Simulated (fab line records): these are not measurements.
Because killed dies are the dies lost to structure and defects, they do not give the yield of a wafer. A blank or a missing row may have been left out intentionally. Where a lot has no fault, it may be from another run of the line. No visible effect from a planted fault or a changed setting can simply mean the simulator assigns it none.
A struck lot beside a sound one ; flow nandHarc ; 15 steps out of a route of 1159
Sound: these wafers, L859.1, L859.2, L859.4. Wafers L849.1, L849.4, L849.6 were the ones struck. The cause is given at the end.
Each step with rows lists, per side, the tool, then ch with its chambers, then its first start. Under that, the readings that differ: sound wafers ; struck wafers ; difference of the means ; sigmas: that difference in standard deviations of wafers without a fault.
alike: words and numbers the same on both sides, and readings whose means are apart by under 2 such deviations; not compared: readings that were withheld, readings missing a value for some wafer, numbers with overlapping values and no deviation given by the record, and bounds like >300 which may hide the same value.
A row with sigmas, a row that says differs or no value, or rows on one side alone: a step with any of these is where the two part. Numbers that have no deviation but don't overlap get no sigmas and don't part them. A reading that every wafer of one side lacks parts them only if that side has two wafers or more.

first, 5 steps without rows for these wafers: NHARC_A_CHANNEL_HOLE_D1_SOFTBAKE_05 (time 55 s); NHARC_A_CHANNEL_HOLE_D1_EBR_06; NHARC_A_CHANNEL_HOLE_D1_EXPOSE_07 (exposes mask HOLE D1, target cd 100 nm); NHARC_A_CHANNEL_HOLE_D1_PEB_08 (peb time 65 s); NHARC_A_CHANNEL_HOLE_D1_DEVELOP_09 (develop time 35 s).
NHARC_A_CHANNEL_HOLE_D1_CD_MEAS_10 targets a cd of 100 nm.
  sound on cdSem-03 ch 0, day 12 05:25; struck on cdSem-03 ch 0, day 9 17:31
  alike: cdNm
NHARC_A_CHANNEL_HOLE_D1_OVL_MEAS_11:
  sound on overlay-01 at day 12 05:30; struck on overlay-02 at day 9 17:36
  alike: overlayXNm, overlayYNm
NHARC_A_CHANNEL_HOLE_D1_INSPECT_12:
  sound on defectInspect-01 at day 12 05:32; struck on defectInspect-01 at day 9 17:38
  alike: rawDefectCount
NHARC_A_CHANNEL_HOLE_D1_DESCUM_15: chemistry O2, time 3 s.
  sound on rieDiel-02 ch 0,1,3, day 12 05:37; struck on rieDiel-02 ch 0,3, day 9 17:43
  alike: drypumpMotorCurrentA, oesProductAu, rfVppV, showerheadPlenumPTorr, throttleValvePct
  not compared: rfHoursCounterH
NHARC_A_CHANNEL_HOLE_D1_ETCH_38: etches the open film in CF4, target depth 39 nm, time 65 s.
  sound on rieDiel-02 ch 0,1,2, day 12 05:41; struck on rieDiel-02 ch 0,1,2, day 9 17:48
  alike: biasW, cf4FlowSccm, drypumpMotorCurrentA, oesProductAu, rfVppV, showerheadPlenumPTorr, throttleValvePct
  not compared: rfHoursCounterH
NHARC_A_CHANNEL_HOLE_D1_ETCH_39: etches the open film in N2/H2, target depth 260 nm, time 325 s.
  sound: rieDiel-02 ch 1,2,3; struck: rieDiel-02 ch 0,1,2
  alike: biasW, chamberPressureMTorr, drypumpMotorCurrentA, oesProductAu, rfVppV, showerheadPlenumPTorr, throttleValvePct
  not compared: rfHoursCounterH
NHARC_A_CHANNEL_HOLE_D1_ETCH_34: etches the open film in CF4/CHF3, target depth 154 nm, time 77 s.
  sound: rieDiel-02 ch 0,1,2; struck: rieDiel-02 ch 0,1,2
  alike: biasW, cf4FlowSccm, drypumpMotorCurrentA, oesProductAu, rfVppV, showerheadPlenumPTorr, throttleValvePct
  not compared: rfHoursCounterH
NHARC_A_CHANNEL_HOLE_D1_ETCH_16: etches the open film in O2/COS, target depth 3100 nm, time 806 s.
  sound on rieDiel-02 ch 0,1,2, day 12 06:08; struck on rieDiel-02 ch 0,2, day 9 18:14
  no value came back on the struck wafers for any of 9 readings (biasW (W), chamberPressureMTorr (mTorr) and others); on the sound wafers biasW (W) reads 300.1 300.7 300.6
NHARC_A_CHANNEL_HOLE_D1_CD_MEAS_18:
  sound on cdSem-02 at day 12 06:42; struck on cdSem-01 at day 9 18:50
  alike: cdNm
-- the record jumps here: 12 days lie between the struck wafers' starts before and after (it left off in module A_CHANNEL_HOLE_D1 and takes up again in module END, whose first step shown is number 1159 of the route) --
NHARC_END_SORT_01:
  only the struck wafers appear in the record here, on prober-01 ch 0 at day 21 07:11; the sound ones have no rows

WHERE THEY PART
Last at NHARC_END_SORT_01 as far as this record goes, first at NHARC_A_CHANNEL_HOLE_D1_ETCH_16.

WHY: what the simulator had put in
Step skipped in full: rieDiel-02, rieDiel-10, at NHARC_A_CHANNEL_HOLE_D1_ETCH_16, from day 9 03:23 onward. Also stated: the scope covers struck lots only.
